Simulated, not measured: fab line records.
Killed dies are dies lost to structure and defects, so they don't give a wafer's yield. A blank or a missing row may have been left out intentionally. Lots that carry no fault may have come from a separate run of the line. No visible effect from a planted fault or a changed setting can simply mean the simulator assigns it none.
Which tool is to blame? | flow n5-finfet | 24 lots with 72 wafers sampled at 6 steps, on a route of 1938 steps

## WHAT THE GAUGES SHOWED, per wafer
N5_BEOL_M9_RS_MEAS_57: the measuring method here is four-point-probe. Usual: M9_RS typically reads 0.151 ohm/sq, with standard deviation 0.0033.
lot  | measured     | on            | M9_RS (ohm/sq)    | flag
L075 | day 9 14:38  | film-metro-01 | 0.150 0.152 0.149 |
L074 | day 9 15:05  | film-metro-02 | 0.145 0.147 0.148 |
L076 | day 10 06:44 | film-metro-02 | 0.157 0.150 0.157 |
L077 | day 10 14:44 | film-metro-02 | 0.151 0.152 0.151 |
L078 | day 10 15:02 | film-metro-02 | 0.149 0.148 0.148 |
L079 | day 10 16:46 | film-metro-01 | 0.152 0.153 0.156 |
L080 | day 11 05:31 | film-metro-02 | 0.146 0.147 0.146 |
L081 | day 11 13:36 | film-metro-02 | 0.150 0.148 0.153 |
L083 | day 11 16:44 | film-metro-02 | 0.148 0.154 0.152 |
L082 | day 11 22:32 | film-metro-02 | 0.151 0.157 0.149 |
L084 | day 12 00:23 | film-metro-02 | 0.154 0.153 0.156 |
L086 | day 12 22:40 | film-metro-01 | 0.148 0.151 0.148 |
L085 | day 13 03:40 | film-metro-02 | 0.149 0.148 0.146 |
L087 | day 13 03:56 | film-metro-01 | 0.150 0.153 0.147 |
L089 | day 14 02:19 | film-metro-02 | 0.147 0.154 0.150 |
L088 | day 14 02:52 | film-metro-02 | 0.153 0.154 0.150 |
L090 | day 14 08:46 | film-metro-02 | 0.158 0.149 0.157 |
L091 | day 14 12:59 | film-metro-02 | 0.151 0.152 0.156 |
L093 | day 14 19:21 | film-metro-02 | 0.151 0.149 0.150 |
L092 | day 15 07:07 | film-metro-02 | 0.150 0.150 0.148 |
L094 | day 15 11:37 | film-metro-01 | 0.148 0.148 0.149 |
L095 | day 15 23:44 | film-metro-01 | 0.147 0.147 0.148 |
L096 | day 16 04:50 | film-metro-02 | 0.154 0.156 0.154 |
L097 | day 16 20:03 | film-metro-01 | 0.146 0.144 0.151 |

N5_BEOL_M10_OVL_MEAS_12. Usual: M10_OVL typically reads 0.0 nm, with standard deviation 0.71.
lot  | measured     | on         | M10_OVL (nm)   | flag
L075 | day 9 16:56  | overlay-01 | -0.5 0.7 0.3   |
L074 | day 9 17:07  | overlay-02 | -0.3 -0.6 -0.2 |
L076 | day 10 08:33 | overlay-01 | 0.0 0.7 0.1    |
L077 | day 10 16:31 | overlay-01 | 0.2 0.4 0.7    |
L078 | day 10 18:51 | overlay-02 | -0.1 -0.2 0.0  |
L079 | day 10 19:25 | overlay-02 | -2.0 -2.0 0.3  |
L080 | day 11 08:04 | overlay-01 | 0.5 0.5 -0.1   |
L081 | day 11 16:32 | overlay-02 | -0.5 -1.6 -0.6 |
L083 | day 11 18:20 | overlay-02 | -0.7 -0.4 -0.4 |
L082 | day 12 02:06 | overlay-02 | -1.0 -0.9 -0.3 |
L084 | day 12 02:54 | overlay-01 | 0.7 0.7 1.0    |
L086 | day 13 01:53 | overlay-02 | 0.2 0.5 0.9    |
L085 | day 13 05:02 | overlay-01 | -0.8 -0.3 -0.3 |
L087 | day 13 05:23 | overlay-02 | 0.2 -0.5 -0.5  |
L089 | day 14 06:07 | overlay-02 | 1.6 0.8 1.7    |
L088 | day 14 06:16 | overlay-02 | -1.0 -1.0 0.1  |
L090 | day 14 10:08 | overlay-02 | -0.2 0.3 0.8   |
L091 | day 14 17:42 | overlay-01 | 0.4 0.7 -0.6   |
L093 | day 14 21:25 | overlay-02 | 0.5 0.2 1.0    |
L092 | day 15 09:28 | overlay-01 | 0.0 0.1 -0.8   |
L094 | day 15 13:35 | overlay-01 | 0.2 -0.8 -0.1  |
L095 | day 16 02:06 | overlay-02 | -0.2 -0.2 -0.1 |
L096 | day 16 08:33 | overlay-02 | -0.1 0.2 0.0   |
L097 | day 16 21:28 | overlay-01 | -1.2 -0.3 -1.3 |

N5_BEOL_M11_OVL_MEAS_12. Usual: M11_OVL typically reads 0.3 nm, with standard deviation 0.69.
lot  | measured     | on         | M11_OVL (nm)   | flag
L075 | day 10 02:02 | overlay-01 | 2.2 2.0 1.0    |
L074 | day 10 00:55 | overlay-02 | -0.1 0.4 0.7   |
L076 | day 10 16:15 | overlay-01 | -0.4 -0.3 -0.2 |
L077 | day 10 23:02 | overlay-02 | 0.7 0.3 1.5    |
L078 | day 11 00:55 | overlay-02 | 0.1 1.3 0.8    |
L079 | day 11 02:44 | overlay-02 | -0.3 0.1 -0.5  |
L080 | day 11 16:25 | overlay-01 | -0.8 -0.8 -0.4 |
L081 | day 12 02:20 | overlay-02 | 1.0 0.8 0.9    |
L083 | day 12 02:58 | overlay-02 | 0.0 -0.4 0.1   |
L082 | day 12 14:02 | overlay-01 | 1.0 1.3 1.7    |
L084 | day 12 14:19 | overlay-01 | -0.9 -0.9 -0.5 |
L086 | day 13 10:52 | overlay-02 | 0.6 0.2 0.4    |
L085 | day 13 14:10 | overlay-01 | 0.7 0.3 1.3    |
L087 | day 13 14:16 | overlay-01 | 1.1 0.3 -0.2   |
L089 | day 14 17:36 | overlay-01 | 0.7 1.6 -0.3   |
L088 | day 14 17:22 | overlay-01 | -0.1 0.7 0.5   |
L090 | day 14 19:07 | overlay-02 | 0.5 -1.1 0.1   |
L091 | day 15 01:41 | overlay-01 | -0.4 0.4 0.4   |
L093 | day 15 06:26 | overlay-02 | 0.7 0.7 0.3    |
L092 | day 15 22:54 | overlay-01 | -0.5 0.5 -1.1  |
L094 | day 15 22:58 | overlay-02 | 0.6 0.4 0.2    |
L095 | day 16 09:05 | overlay-01 | 0.3 0.8 0.4    |
L096 | day 16 16:00 | overlay-01 | 0.4 0.4 0.7    |
L097 | day 17 05:01 | overlay-01 | 1.1 0.4 1.4    |

## EACH LOT AND THE TOOL THAT RAN IT (in order: tool; ch and the chambers of the sampled wafers; start)
lot  | N5_BEOL_M10_ETCH_62                | N5_BEOL_M10_VIA_ETCH_34            | N5_BEOL_M10_CMP_52
L075 | rie-diel-04 ch 2,3, day 9 17:29    | rie-diel-04 ch 1,2,3, day 9 21:12  | cmp-04 ch 0,1,2, day 9 23:55
L074 | rie-diel-06 ch 1,2,3, day 9 17:28  | rie-diel-06 ch 1,2,3, day 9 20:10  | cmp-04 ch 2,3, day 9 22:27
L076 | rie-diel-06 ch 1,2,3, day 10 08:44 | rie-diel-04 ch 1,3, day 10 11:46   | cmp-04 ch 0,2,3, day 10 14:13
L077 | rie-diel-05 ch 1,3, day 10 16:55   | rie-diel-06 ch 2,3, day 10 18:19   | cmp-04 ch 0,2, day 10 21:26
L078 | rie-diel-04 ch 0,2,3, day 10 19:06 | rie-diel-06 ch 0,2,3, day 10 20:12 | cmp-01 ch 1,2, day 10 22:14
L079 | rie-diel-05 ch 1,2,3, day 10 19:39 | rie-diel-06 ch 0,2,3, day 10 21:16 | cmp-04 ch 1,2,3, day 11 00:28
L080 | rie-diel-06 ch 0,2,3, day 11 08:45 | rie-diel-04 ch 2,3, day 11 10:50   | cmp-01 ch 0,1,3, day 11 13:30
L081 | rie-diel-06 ch 0,3, day 11 16:41   | rie-diel-05 ch 0,2,3, day 11 17:58 | cmp-03 ch 1,2,3, day 11 23:34
L083 | rie-diel-04 ch 0,1,3, day 11 18:45 | rie-diel-06 ch 0,2,3, day 11 21:11 | cmp-04 ch 1,2,3, day 12 00:10
L082 | rie-diel-04 ch 0,1,3, day 12 02:16 | rie-diel-06 ch 0,2, day 12 05:30   | cmp-01 ch 0,1,2, day 12 08:31
L084 | rie-diel-06 ch 0,1,2, day 12 03:02 | rie-diel-04 ch 1,2,3, day 12 05:41 | cmp-03 ch 0,1,3, day 12 08:49
L086 | rie-diel-06 ch 0,3, day 13 02:11   | rie-diel-05 ch 1,3, day 13 03:31   | cmp-03 ch 0,3, day 13 07:16
L085 | rie-diel-05 ch 1,3, day 13 05:19   | rie-diel-05 ch 0,1, day 13 06:35   | cmp-04 ch 0,1,3, day 13 10:33
L087 | rie-diel-05 ch 0,1,3, day 13 05:35 | rie-diel-05 ch 0,1,3, day 13 07:04 | cmp-04 ch 1,2, day 13 10:59
L089 | rie-diel-06 ch 0,1,3, day 14 06:29 | rie-diel-04 ch 0,2,3, day 14 08:41 | cmp-03 ch 0,3, day 14 12:50
L088 | rie-diel-04 ch 1,3, day 14 06:38   | rie-diel-05 ch 1,2, day 14 08:32   | cmp-01 ch 1,3, day 14 12:27
L090 | rie-diel-04 ch 0,1, day 14 10:16   | rie-diel-04 ch 1,2,3, day 14 12:07 | cmp-03 ch 1,3, day 14 17:25
L091 | rie-diel-05 ch 0,2,3, day 14 17:59 | rie-diel-04 ch 0,2,3, day 14 20:23 | cmp-01 ch 2,3, day 14 22:54
L093 | rie-diel-06 ch 1,2,3, day 14 21:35 | rie-diel-06 ch 0,1, day 15 00:24   | cmp-04 ch 0,3, day 15 04:11
L092 | rie-diel-04 ch 0,1,3, day 15 10:18 | rie-diel-04 ch 0,2, day 15 13:05   | cmp-04 ch 0,1,2, day 15 19:55
L094 | rie-diel-04 ch 0,1, day 15 14:18   | rie-diel-05 ch 0,2, day 15 18:01   | cmp-01 ch 1,3, day 15 20:56
L095 | rie-diel-04 ch 0,3, day 16 02:14   | rie-diel-05 ch 0,1, day 16 03:52   | cmp-03 ch 0,1,2, day 16 06:41
L096 | rie-diel-05 ch 2,3, day 16 08:42   | rie-diel-04 ch 0,2, day 16 11:08   | cmp-03 ch 2,3, day 16 13:43
L097 | rie-diel-05 ch 0,1, day 16 21:37   | rie-diel-05 ch 2,3, day 16 23:28   | cmp-04 ch 0,1,2, day 17 02:17
- N5_BEOL_M10_ETCH_62: etches SOC in N2/H2, target depth 110 nm, overetch 22 nm, time 165 s.
- N5_BEOL_M10_VIA_ETCH_34: etches SiCOH lowk in C4F6/O2, target depth 184.5 nm, time 69.2 s.
- N5_BEOL_M10_CMP_52: polishes, stops on SiCOH lowk, t overpolish 7 s, target thk 140 nm.

## AS READ BY THE TOOLS THEMSELVES (means over the sampled wafers that have a number; for cases with no such wafer, the mark the record gives instead)
N5_BEOL_M10_ETCH_62. Usual: drypump-motor-current-A 5.8 A, standard deviation 0.43; oes-product-au 0.69 a.u., standard deviation 0.082; rf-vpp-V 523.5 V, standard deviation 2.9; showerhead-plenum-p-Torr 2.53 Torr, standard deviation 0.098; throttle-valve-pct 17.75 %, standard deviation 0.29.
lot  | tool        | drypump-motor-current-A (A) | oes-product-au (a.u.) | rf-vpp-V (V) | showerhead-plenum-p-Torr (Torr) | throttle-valve-pct (%) | flag
L075 | rie-diel-04 | 5.7                         | 0.65                  | 525.6        | 2.58                            | 17.82                  |
L074 | rie-diel-06 | 6.0                         | 0.63                  | 521.3        | 2.47                            | 18.05                  |
L076 | rie-diel-06 | 6.0                         | 0.62                  | 520.9        | 2.46                            | 18.05                  |
L077 | rie-diel-05 | 5.8                         | 0.79                  | 522.6        | 2.51                            | 17.88                  |
L078 | rie-diel-04 | 5.6                         | 0.71                  | 525.5        | 2.61                            | 17.65                  |
L079 | rie-diel-05 | 5.6                         | 0.71                  | 523.0        | 2.55                            | 17.82                  |
L080 | rie-diel-06 | 6.2                         | 0.69                  | 522.2        | 2.46                            | 17.85                  |
L081 | rie-diel-06 | 6.6                         | 0.76                  | 521.5        | 2.47                            | 17.62                  |
L083 | rie-diel-04 | 5.4                         | 0.70                  | 524.9        | 2.54                            | 17.47                  |
L082 | rie-diel-04 | 5.4                         | 0.70                  | 523.0        | 2.53                            | 17.47                  |
L084 | rie-diel-06 | 6.0                         | 0.72                  | 521.4        | 2.46                            | 17.83                  |
L086 | rie-diel-06 | 6.6                         | 0.74                  | 522.7        | 2.47                            | 17.65                  |
L085 | rie-diel-05 | 5.9                         | 0.71                  | 522.6        | 2.50                            | 17.82                  |
L087 | rie-diel-05 | 5.8                         | 0.74                  | 525.3        | 2.56                            | 17.71                  |
L089 | rie-diel-06 | 6.4                         | 0.73                  | 522.0        | 2.47                            | 17.73                  |
L088 | rie-diel-04 | 5.3                         | 0.65                  | 520.8        | 2.44                            | 17.44                  |
L090 | rie-diel-04 | 5.5                         | 0.69                  | 526.0        | 2.61                            | 17.57                  |
L091 | rie-diel-05 | 5.5                         | 0.76                  | 524.5        | 2.60                            | 17.60                  |
L093 | rie-diel-06 | 6.0                         | 0.66                  | 520.7        | 2.45                            | 17.95                  |
L092 | rie-diel-04 | 5.4                         | 0.66                  | 523.1        | 2.52                            | 17.53                  |
L094 | rie-diel-04 | 5.5                         | 0.69                  | 524.8        | 2.60                            | 17.59                  |
L095 | rie-diel-04 | 5.5                         | 0.72                  | 526.2        | 2.62                            | 17.56                  |
L096 | rie-diel-05 | 5.3                         | 0.77                  | 524.2        | 2.57                            | 17.60                  |
L097 | rie-diel-05 | 6.0                         | 0.68                  | 524.6        | 2.54                            | 17.66                  |

N5_BEOL_M10_VIA_ETCH_34. Usual: drypump-motor-current-A 5.8 A, standard deviation 0.44; oes-product-au 0.82 a.u., standard deviation 0.095; rf-vpp-V 658 V, standard deviation 17; showerhead-plenum-p-Torr 2.83 Torr, standard deviation 0.13; throttle-valve-pct 20.76 %, standard deviation 0.18.
lot  | tool        | drypump-motor-current-A (A) | oes-product-au (a.u.) | rf-vpp-V (V) | showerhead-plenum-p-Torr (Torr) | throttle-valve-pct (%) | flag
L075 | rie-diel-04 | 5.5                         | 0.76                  | 653          | 2.81                            | 20.68                  |
L074 | rie-diel-06 | 6.0                         | 0.75                  | 662          | 2.72                            | 20.84                  |
L076 | rie-diel-04 | 5.3                         | 0.74                  | 654          | 2.73                            | 20.49                  |
L077 | rie-diel-06 | 5.8                         | 0.74                  | 667          | 2.69                            | 20.75                  |
L078 | rie-diel-06 | 6.2                         | 0.83                  | 658          | 2.74                            | 20.77                  |
L079 | rie-diel-06 | 6.2                         | 0.82                  | 657          | 2.74                            | 20.78                  |
L080 | rie-diel-04 | 5.7                         | 0.75                  | 652          | 2.88                            | 20.90                  |
L081 | rie-diel-05 | 5.5                         | 0.85                  | 663          | 2.94                            | 20.90                  |
L083 | rie-diel-06 | 6.2                         | 0.81                  | 657          | 2.73                            | 20.79                  |
L082 | rie-diel-06 | 6.2                         | 0.84                  | 665          | 2.76                            | 20.88                  |
L084 | rie-diel-04 | 5.5                         | 0.74                  | 653          | 2.80                            | 20.71                  |
L086 | rie-diel-05 | 5.9                         | 0.86                  | 651          | 2.79                            | 20.83                  |
L085 | rie-diel-05 | 5.9                         | 0.86                  | 677          | 2.95                            | 20.77                  |
L087 | rie-diel-05 | 5.8                         | 0.87                  | 662          | 2.88                            | 20.84                  |
L089 | rie-diel-04 | 5.6                         | 0.79                  | 656          | 2.91                            | 20.79                  |
L088 | rie-diel-05 | 5.7                         | 0.84                  | 656          | 2.83                            | 20.68                  |
L090 | rie-diel-04 | 5.4                         | 0.72                  | 653          | 2.79                            | 20.73                  |
L091 | rie-diel-04 | 5.6                         | 0.80                  | 657          | 2.91                            | 20.80                  |
L093 | rie-diel-06 | 6.5                         | 0.88                  | 658          | 2.78                            | 20.89                  |
L092 | rie-diel-04 | 5.7                         | 0.81                  | 658          | 3.00                            | 20.80                  |
L094 | rie-diel-05 | 5.5                         | 0.88                  | 678          | 3.00                            | 20.74                  |
L095 | rie-diel-05 | 5.8                         | 0.82                  | 676          | 2.94                            | 20.81                  |
L096 | rie-diel-04 | 5.7                         | 0.73                  | 655          | 2.94                            | 20.94                  |
L097 | rie-diel-05 | 5.4                         | 0.88                  | 646          | 2.85                            | 20.89                  |

N5_BEOL_M10_CMP_52. Usual: barrier-field-endpoint-s 29.3 s, standard deviation 0.95; clearing-platen-down-force-psi 1.499 psi, standard deviation 0.0033; motor-current-A 5.9 A, standard deviation 0.36; overpolish-run-s 6.999 s, standard deviation 0.0095; slurry-filter-dp-kPa 13.51 kPa, standard deviation 0.13; time-to-endpoint-s 69 s, standard deviation 4.6.
lot  | tool   | barrier-field-endpoint-s (s) | clearing-platen-down-force-psi (psi) | motor-current-A (A) | overpolish-run-s (s) | slurry-filter-dp-kPa (kPa) | time-to-endpoint-s (s) | flag
L075 | cmp-04 | 30.7                         | 1.499                                | 6.2                 | 7.001                | 13.58                      | 72                     |
L074 | cmp-04 | 29.9                         | 1.500                                | 6.0                 | 7.000                | 13.47                      | 73                     |
L076 | cmp-04 | 29.9                         | 1.499                                | 6.2                 | 7.000                | 13.60                      | 73                     |
L077 | cmp-04 | 30.0                         | 1.500                                | 6.1                 | 6.995                | 13.60                      | 74                     |
L078 | cmp-01 | 28.9                         | 1.498                                | 5.6                 | 6.999                | 13.43                      | 66                     |
L079 | cmp-04 | 29.6                         | 1.498                                | 6.0                 | 7.001                | 13.51                      | 76                     |
L080 | cmp-01 | 28.6                         | 1.497                                | 5.5                 | 7.007                | 13.52                      | 66                     |
L081 | cmp-03 | 27.7                         | 1.500                                | 6.3                 | 6.999                | 13.56                      | 64                     |
L083 | cmp-04 | 30.5                         | 1.500                                | 6.0                 | 6.989                | 13.45                      | 73                     |
L082 | cmp-01 | 28.4                         | 1.499                                | 5.6                 | 7.016                | 13.57                      | 66                     |
L084 | cmp-03 | 30.7                         | 1.502                                | 6.3                 | 6.992                | 13.53                      | 72                     |
L086 | cmp-03 | 29.2                         | 1.499                                | 6.2                 | 6.997                | 13.52                      | 70                     |
L085 | cmp-04 | 28.4                         | 1.501                                | 6.1                 | 7.005                | 13.32                      | 68                     |
L087 | cmp-04 | 29.7                         | 1.496                                | 6.0                 | 7.000                | 13.52                      | 70                     |
L089 | cmp-03 | 29.4                         | 1.500                                | 6.4                 | 7.001                | 13.49                      | 70                     |
L088 | cmp-01 | 28.7                         | 1.502                                | 5.4                 | 6.993                | 13.33                      | 62                     |
L090 | cmp-03 | 28.7                         | 1.504                                | 6.1                 | 6.994                | 13.51                      | 65                     |
L091 | cmp-01 | 29.5                         | 1.500                                | 5.6                 | 7.006                | 13.57                      | 64                     |
L093 | cmp-04 | 30.8                         | 1.499                                | 5.8                 | 7.001                | 13.53                      | 74                     |
L092 | cmp-04 | 29.3                         | 1.501                                | 6.1                 | 6.989                | 13.61                      | 70                     |
L094 | cmp-01 | 28.4                         | 1.499                                | 5.4                 | 6.993                | 13.50                      | 66                     |
L095 | cmp-03 | 29.3                         | 1.500                                | 6.1                 | 6.997                | 13.50                      | 66                     |
L096 | cmp-03 | 28.9                         | 1.498                                | 6.4                 | 6.997                | 13.68                      | 62                     |
L097 | cmp-04 | 29.6                         | 1.496                                | 6.1                 | 6.990                | 13.43                      | 72                     |

## THE ANSWER, worked out from the rows above alone
Rule: take the mean of a lot's wafers that have a number; if it is more than 3 standard deviations from the usual mean, the lot is off. Also off: a lot with no number at a reading for which 4 or more lots have one. All remaining lots with rows at the step are treated as sound. After the gauges, taken in route order, come the tools' own readings; for these a lot's mean is taken, as printed above. The first step at which some lot is off is used, and at that step the reading that is off furthest; a lot without a number counts as furthest.
No lot is off on any of the readings shown, so nothing can be concluded from this.

## WHAT HAD BEEN PUT IN BY THE SIMULATOR
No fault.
